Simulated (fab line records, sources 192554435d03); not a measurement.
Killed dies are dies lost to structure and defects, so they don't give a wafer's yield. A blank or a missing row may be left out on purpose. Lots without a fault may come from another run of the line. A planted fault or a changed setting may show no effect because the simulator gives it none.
Chamber matching | flow n5_finfet | N5_MOL_CONTACT_COAG_DESCUM_88 on rie_diel-05: 4 sister chambers
The step chemistry O2, time 7 s. 4 wafers are shown with their chamber, then 9 later ones without.

WAFERS WITH THEIR CHAMBER
wafer  | chamber | showerhead_plenum_p_Torr (Torr)
L078.6 | 2       | 2.03
L080.3 | 1       | 2.21
L088.1 | 0       | 2.23
L088.5 | 3       | 2.16

WAFERS WITHOUT THEIR CHAMBER
wafer  | showerhead_plenum_p_Torr (Torr)
L089.1 | 2.23
L089.4 | 2.16
L089.6 | 2.16
L092.1 | 2.15
L092.4 | 2.02
L092.6 | 2.20
L095.1 | 2.15
L095.2 | 2.22
L095.5 | 2.15

WHICH CHAMBER EACH WENT THROUGH
wafer  | from the rows above     | in truth
L089.1 | 0                       | 0
L089.4 | 3                       | 3
L089.6 | 3                       | 3
L092.1 | 3                       | 3
L092.4 | 2                       | 2
L092.6 | 1                       | 1
L095.1 | 3                       | 3
L095.2 | can't be placed: 0 or 1 | 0
L095.5 | 3                       | 3
Placed correctly: 8 of 9. Can't be placed from these rows: 1 (the true chamber is among the candidates in 1). Placed wrongly: 0.
How it was worked out, from the rows above alone: a wafer's distance from a chamber is the root of the sum, over the readings, of the square of ((its reading less the chamber's mean) divided by the reading's scatter). The wafer belongs to the nearest chamber; if the next one is less than 2 further off, it can't be placed. A chamber's mean is the mean of its shown wafers. The scatter: with one shown wafer a chamber, the root of the mean of the squares of how far each hidden wafer lies from its nearest shown one.
